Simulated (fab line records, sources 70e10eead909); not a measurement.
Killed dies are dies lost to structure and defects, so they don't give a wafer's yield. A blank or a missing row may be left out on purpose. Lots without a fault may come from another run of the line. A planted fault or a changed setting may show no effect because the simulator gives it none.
Which tool did it? | flow nand_harc | 24 lots, 72 wafers sampled, at 3 steps of a route of 1302

WHAT THE GAUGES READ, wafer by wafer
NHARC_A_CHANNEL_HOLE_D2_INSPECT_40. Usual: raw_defect_count 278, standard deviation 72.
lot  | measured     | on                | raw_defect_count | flag
L075 | day 13 18:25 | defect_inspect-02 | 248 348 248      |
L074 | day 13 20:10 | defect_inspect-01 | 239 249 244      |
L076 | day 14 13:42 | defect_inspect-02 | 174 310 281      |
L077 | day 14 23:13 | defect_inspect-02 | 318 228 269      |
L078 | day 15 16:49 | defect_inspect-01 | 295 471 509      |
L079 | day 15 17:20 | defect_inspect-02 | 279 231 313      |
L080 | day 16 14:34 | defect_inspect-02 | 229 165 255      |
L081 | day 16 15:01 | defect_inspect-02 | 263 341 282      |
L082 | day 16 18:52 | defect_inspect-02 | 271 313 337      |
L083 | day 17 12:38 | defect_inspect-01 | 275 210 213      |
L085 | day 17 21:54 | defect_inspect-02 | 203 129 160      |
L084 | day 18 00:54 | defect_inspect-01 | 249 253 243      |
L086 | day 18 02:04 | defect_inspect-02 | 181 262 247      |
L087 | day 18 10:36 | defect_inspect-02 | 274 264 217      |
L089 | day 19 16:34 | defect_inspect-02 | 235 324 332      |
L088 | day 19 19:17 | defect_inspect-02 | 193 160 208      |
L090 | day 19 20:58 | defect_inspect-01 | 372 333 437      |
L091 | day 20 17:17 | defect_inspect-01 | 313 293 319      |
L092 | day 21 10:22 | defect_inspect-02 | 347 439 439      |
L093 | day 21 08:41 | defect_inspect-01 | 245 221 206      |
L094 | day 21 20:46 | defect_inspect-01 | 328 242 171      |
L095 | day 22 10:13 | defect_inspect-01 | 304 333 284      |
L097 | day 22 20:23 | defect_inspect-01 | 252 266 341      |
L096 | day 22 22:14 | defect_inspect-02 | 216 288 291      |

WHICH TOOL RAN EACH LOT (tool, then ch and the chambers of the sampled wafers, then the start)
lot  | NHARC_A_CHANNEL_HOLE_D2_DESCUM_15  | NHARC_A_CHANNEL_HOLE_D2_ETCH_27
L075 | rie_diel-06 ch 2,3, day 13 11:29   | har_etch-02 ch 0,1, day 13 16:40
L074 | rie_diel-13 ch 0,1,2, day 13 11:41 | har_etch-01 ch 0,1, day 13 18:26
L076 | rie_diel-13 ch 0,1, day 14 06:19   | har_etch-01 ch 0,1, day 14 11:35
L077 | rie_diel-13 ch 0,1,3, day 14 13:07 | har_etch-02 ch 0,1, day 14 21:20
L078 | rie_diel-07 ch 1,2,3, day 15 07:46 | har_etch-02 ch 1, day 15 14:56
L079 | rie_diel-06 ch 0,1,3, day 15 07:55 | har_etch-01 ch 0,1, day 15 15:39
L080 | rie_diel-07 ch 0,1,3, day 16 03:50 | har_etch-01 ch 1, day 16 12:50
L081 | rie_diel-06 ch 0,2,3, day 16 05:17 | har_etch-02 ch 0,1, day 16 13:14
L082 | rie_diel-07 ch 0,1, day 16 08:09   | har_etch-01 ch 0, day 16 16:59
L083 | rie_diel-07 ch 1,3, day 17 02:42   | har_etch-01 ch 0,1, day 17 10:58
L085 | rie_diel-13 ch 2,3, day 17 14:45   | har_etch-02 ch 0,1, day 17 20:12
L084 | rie_diel-07 ch 0,3, day 17 15:18   | har_etch-01 ch 0,1, day 17 23:01
L086 | rie_diel-06 ch 0,1,3, day 17 15:35 | har_etch-02 ch 0,1, day 18 00:20
L087 | rie_diel-07 ch 0,1,3, day 18 03:31 | har_etch-01 ch 0,1, day 18 08:58
L089 | rie_diel-06 ch 0,2,3, day 19 09:03 | har_etch-01 ch 0,1, day 19 14:51
L088 | rie_diel-13 ch 2,3, day 19 09:50   | har_etch-02 ch 0,1, day 19 17:33
L090 | rie_diel-06 ch 0,2, day 19 13:53   | har_etch-01 ch 0,1, day 19 19:14
L091 | rie_diel-07 ch 0,2, day 20 09:17   | har_etch-02 ch 0,1, day 20 15:24
L092 | rie_diel-06 ch 0,1,3, day 20 19:29 | har_etch-01 ch 0,1, day 21 08:41
L093 | rie_diel-13 ch 0,1,2, day 20 21:33 | har_etch-02 ch 0,1, day 21 06:58
L094 | rie_diel-06 ch 0,1,3, day 21 13:52 | har_etch-02 ch 0,1, day 21 19:01
L095 | rie_diel-07 ch 0,2,3, day 22 03:19 | har_etch-01 ch 0,1, day 22 08:29
L097 | rie_diel-07 ch 0,2,3, day 22 13:29 | har_etch-01 ch 0,1, day 22 18:41
L096 | rie_diel-06 ch 0,1, day 22 14:06   | har_etch-02 ch 0,1, day 22 20:37
- NHARC_A_CHANNEL_HOLE_D2_DESCUM_15: chemistry O2, time 3 s.
- NHARC_A_CHANNEL_HOLE_D2_ETCH_27: etches the open film in C4F8/O2/Ar, time 90 s, target depth 400 nm.

WHAT THE TOOLS THEMSELVES READ (means of the sampled wafers that have a number; where no wafer has one, the mark that the record gives instead)
NHARC_A_CHANNEL_HOLE_D2_DESCUM_15. Usual: drypump_motor_current_A 5.7 A, standard deviation 0.51; mfc_ar_sccm 0.005 sccm, standard deviation 0.0075; oes_product_au 0.999 a.u., standard deviation 0.009; rf_vpp_V 57.7 V, standard deviation 0.93; showerhead_plenum_p_Torr 1.89 Torr, standard deviation 0.093; throttle_valve_pct 11.311 %, standard deviation 0.0087.
lot  | tool        | drypump_motor_current_A (A) | mfc_ar_sccm (sccm) | oes_product_au (a.u.) | rf_vpp_V (V) | showerhead_plenum_p_Torr (Torr) | throttle_valve_pct (%) | flag
L075 | rie_diel-06 | 5.7                         | 0.000              | 1.000                 | 56.9         | 1.82                            | 11.310                 |
L074 | rie_diel-13 | 5.1                         | 0.006              | 0.997                 | 57.4         | 1.87                            | 11.304                 |
L076 | rie_diel-13 | 5.0                         | 0.000              | 0.999                 | 57.6         | 1.82                            | 11.317                 |
L077 | rie_diel-13 | 5.3                         | 0.001              | 0.996                 | 57.9         | 1.90                            | 11.315                 |
L078 | rie_diel-07 | 6.1                         | 0.004              | 0.999                 | 57.0         | 1.87                            | 11.305                 |
L079 | rie_diel-06 | 5.9                         | 0.000              | 0.991                 | 58.2         | 1.84                            | 11.315                 |
L080 | rie_diel-07 | 6.1                         | 0.010              | 0.999                 | 57.8         | 1.92                            | 11.307                 |
L081 | rie_diel-06 | 5.8                         | 0.000              | 0.987                 | 57.3         | 1.86                            | 11.304                 |
L082 | rie_diel-07 | 6.2                         | 0.014              | 0.995                 | 58.0         | 1.98                            | 11.316                 |
L083 | rie_diel-07 | 6.3                         | 0.008              | 0.995                 | 57.5         | 1.91                            | 11.304                 |
L085 | rie_diel-13 | 5.1                         | 0.014              | 1.009                 | 57.9         | 1.98                            | 11.316                 |
L084 | rie_diel-07 | 6.1                         | 0.006              | 1.006                 | 57.4         | 1.86                            | 11.311                 |
L086 | rie_diel-06 | 5.9                         | 0.000              | 1.000                 | 57.0         | 1.84                            | 11.313                 |
L087 | rie_diel-07 | 6.1                         | 0.010              | 1.003                 | 58.9         | 1.92                            | 11.312                 |
L089 | rie_diel-06 | 5.8                         | 0.000              | 0.990                 | 57.8         | 1.86                            | 11.306                 |
L088 | rie_diel-13 | 5.3                         | 0.009              | 0.995                 | 57.9         | 2.00                            | 11.324                 |
L090 | rie_diel-06 | 5.3                         | 0.000              | 0.999                 | 57.3         | 1.87                            | 11.319                 |
L091 | rie_diel-07 | 5.8                         | 0.006              | 1.006                 | 58.0         | 1.90                            | 11.312                 |
L092 | rie_diel-06 | 5.9                         | 0.000              | 0.995                 | 57.5         | 1.84                            | 11.318                 |
L093 | rie_diel-13 | 5.1                         | 0.006              | 1.004                 | 57.5         | 1.87                            | 11.307                 |
L094 | rie_diel-06 | 5.9                         | 0.000              | 0.999                 | 56.6         | 1.84                            | 11.308                 |
L095 | rie_diel-07 | 5.9                         | 0.006              | 1.007                 | 57.9         | 1.88                            | 11.313                 |
L097 | rie_diel-07 | 5.9                         | 0.006              | 1.001                 | 57.8         | 1.88                            | 11.309                 |
L096 | rie_diel-06 | 5.5                         | 0.000              | 0.998                 | 57.7         | 1.84                            | 11.307                 |

NHARC_A_CHANNEL_HOLE_D2_ETCH_27. Usual: drypump_motor_current_A 5.56 A, standard deviation 0.27; mfc_ar_sccm 375.0 sccm, standard deviation 1.1; showerhead_plenum_p_Torr 3.75 Torr, standard deviation 0.13; throttle_valve_pct 27.619 %, standard deviation 0.0086.
lot  | tool        | drypump_motor_current_A (A) | mfc_ar_sccm (sccm) | showerhead_plenum_p_Torr (Torr) | throttle_valve_pct (%) | flag
L075 | har_etch-02 | 5.45                        | 374.8              | 3.65                            | 27.615                 |
L074 | har_etch-01 | 5.55                        | 375.6              | 3.70                            | 27.615                 |
L076 | har_etch-01 | 5.54                        | 375.1              | 3.70                            | 27.629                 |
L077 | har_etch-02 | 5.72                        | 374.5              | 3.63                            | 27.617                 |
L078 | har_etch-02 | 5.17                        | 376.0              | 3.64                            | 27.618                 |
L079 | har_etch-01 | 5.57                        | 375.1              | 3.71                            | 27.620                 |
L080 | har_etch-01 | 5.57                        | 374.7              | 3.71                            | 27.628                 |
L081 | har_etch-02 | 5.71                        | 375.2              | 3.62                            | 27.620                 |
L082 | har_etch-01 | 5.57                        | 376.0              | 3.67                            | 27.628                 |
L083 | har_etch-01 | 5.54                        | 374.3              | 3.69                            | 27.616                 |
L085 | har_etch-02 | 5.45                        | 374.9              | 3.98                            | 27.615                 |
L084 | har_etch-01 | 5.55                        | 376.0              | 3.68                            | 27.617                 |
L086 | har_etch-02 | 5.72                        | 374.5              | 3.97                            | 27.618                 |
L087 | har_etch-01 | 5.57                        | 374.7              | 3.68                            | 27.620                 |
L089 | har_etch-01 | 5.54                        | 375.6              | 3.67                            | 27.629                 |
L088 | har_etch-02 | 5.71                        | 373.8              | 3.96                            | 27.612                 |
L090 | har_etch-01 | 5.53                        | 375.8              | 3.67                            | 27.612                 |
L091 | har_etch-02 | 5.46                        | 376.2              | 3.95                            | 27.619                 |
L092 | har_etch-01 | 5.57                        | 374.5              | 3.66                            | 27.607                 |
L093 | har_etch-02 | 5.42                        | 375.4              | 3.95                            | 27.627                 |
L094 | har_etch-02 | 5.70                        | 375.4              | 3.94                            | 27.621                 |
L095 | har_etch-01 | 5.54                        | 375.8              | 3.65                            | 27.623                 |
L097 | har_etch-01 | 5.54                        | 374.5              | 3.64                            | 27.626                 |
L096 | har_etch-02 | 5.45                        | 375.4              | 3.94                            | 27.615                 |

THE ANSWER, worked out from the rows above alone
Rule: a lot is off if the mean of its wafers that have a number lies more than 3 standard deviations from the usual mean. A lot without any number at a reading at which 4 lots or more have one is off too. The other lots that the step has rows for count as sound. The gauges are gone through in route order, then the tools' own readings, and for those a lot's mean is taken as printed above. The first step at which some lot is off is used, and at that step the reading that is off furthest; a lot without a number counts as furthest.
No lot is off at any reading shown: from this, nothing can be told.

WHAT THE SIMULATOR HAD PUT IN
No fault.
